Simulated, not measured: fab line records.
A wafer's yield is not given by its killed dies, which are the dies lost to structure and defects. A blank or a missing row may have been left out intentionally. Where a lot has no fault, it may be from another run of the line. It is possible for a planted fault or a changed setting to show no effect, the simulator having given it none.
A lot that was struck, set against a sound lot ; flow n5 finfet ; 15 out of 1938 route steps
Sound: the wafers L982.3, L982.5, L982.6. Struck: wafers L988.2, L988.3, L988.6. At the end, the cause is stated.
Per side, at each step with rows, come the tool, then ch with its chambers, and then its first start. Under that, the readings that differ: sound wafers ; struck wafers ; difference of the means ; sigmas: that difference in standard deviations of wafers without a fault.
alike: readings with means less than 2 such deviations apart, plus words and numbers identical on both sides. not compared: withheld readings, readings lacking a value on some wafer, bounds such as >300 that could conceal the same value, and numbers that have no deviation in the record and whose values overlap.
Wherever a step has rows on one side only, a row that says differs or no value, or a row with sigmas, the two part there. Numbers that have no deviation but don't overlap get no sigmas and don't part them. A reading missing from all wafers of one side parts the sides only when that side holds two or more wafers.

first, 5 steps without rows for these wafers: N5_BEOL_M14_SOFTBAKE_05 (time 60 s); N5_BEOL_M14_EXPOSE_07 (exposes mask V13); N5_BEOL_M14_PEB_08 (peb time 90 s); N5_BEOL_M14_DEVELOP_09 (develop time 45 s); N5_BEOL_M14_HARDBAKE_14 (time 120 s).
N5_BEOL_M14_CD_MEAS_10: the cd target is 250 nm.
  sound on cd sem-01 ch 0, day 13 08:37; struck on cd sem-03 ch 0, day 15 02:36
  alike: cd nm
N5_BEOL_M14_OVL_MEAS_11:
  sound on overlay-02 ch 0, day 13 08:38; struck on overlay-02 ch 0, day 15 02:38
  alike: V13_OVL
N5_BEOL_M14_INSPECT_12: inspects for defects (macro).
  sound on defect inspect-02, day 13 08:40; struck on defect inspect-02, day 15 02:39
  alike: raw defect count
N5_BEOL_M14_DESCUM_15: chemistry O2, time 7.9 s.
  sound on rie diel-05 ch 2,3, day 13 08:54; struck on rie diel-06 ch 2,3, day 15 02:41
reading;sound;struck;difference;sigmas
drypump motor current A (A);6.4 6.4 5.4;5.3 4.8 4.8;-1.1;-2
  alike: chamber pressure mTorr, oes product au, rf fwd power W, rf vpp V, showerhead plenum p Torr, throttle valve pct
  not compared: rf hours counter h
N5_BEOL_M14_ETCH_59: etches BARC in N2/H2, target depth 89 nm, overetch 26.7 nm, time 67.9 s.
  sound on rie diel-05 ch 2,3, day 13 08:56; struck on rie diel-06 ch 2,3, day 15 02:43
reading;sound;struck;difference;sigmas
throttle valve pct (%);17.59 17.58 17.85;18.24 18.02 18.01;+0.42;+2
  alike: chamber pressure mTorr, drypump motor current A, oes product au, rf fwd power W, rf vpp V, showerhead plenum p Torr
  not compared: rf hours counter h
N5_BEOL_M14_VIA_ETCH_16: etches SiO2 in C4F8/O2/Ar, target depth 1231.3 nm.
  sound on rie diel-05 ch 2,3, day 13 08:59; struck on rie diel-06 ch 2,3, day 15 02:46
reading;sound;struck;difference;sigmas
drypump motor current A (A);6.4 6.4 5.4;5.3 4.8 4.8;-1.1;-2
  alike: O2_flow_sccm, chamber pressure mTorr, he inner torr, oes product au, rf fwd power W, rf vpp V, showerhead plenum p Torr, throttle valve pct
N5_BEOL_M14_STRIP_63: strips in O2.
  sound: rie diel-05 ch 2,3; struck: rie diel-06 ch 2,3
reading;sound;struck;difference;sigmas
drypump motor current A (A);6.4 6.4 5.4;5.3 4.9 4.8;-1.1;-2
  alike: chamber pressure mTorr, oes product au, rf vpp V, showerhead plenum p Torr, throttle valve pct
  not compared: rf hours counter h
N5_BEOL_M14_STRIP_64: strips in O2.
  sound on rie diel-05 ch 2,3, day 13 09:00; struck on rie diel-06 ch 2,3, day 15 02:00
  no value came back on the struck wafers for any of 7 readings (bias power w (W), chamber pressure mTorr (mTorr) and others); on the sound wafers bias power w (W) reads 0 0 0
reading;sound;struck;difference;sigmas
model.BARC_of_BEOL_M14_COAT_58.thk nm (nm);0 0 0;89 88.6 88.8;+89;
  not compared: rf hours counter h
then, 2 steps without rows for these wafers: N5_BEOL_M14_STRIP_71 (strips in post etch residue remover, time 60 s); N5_PASSIVATION_PROBE_49.

## WHERE THEY PART
Last at N5_BEOL_M14_STRIP_64 as far as this record goes, first at N5_BEOL_M14_DESCUM_15.

WHY: what had been put in by the simulator
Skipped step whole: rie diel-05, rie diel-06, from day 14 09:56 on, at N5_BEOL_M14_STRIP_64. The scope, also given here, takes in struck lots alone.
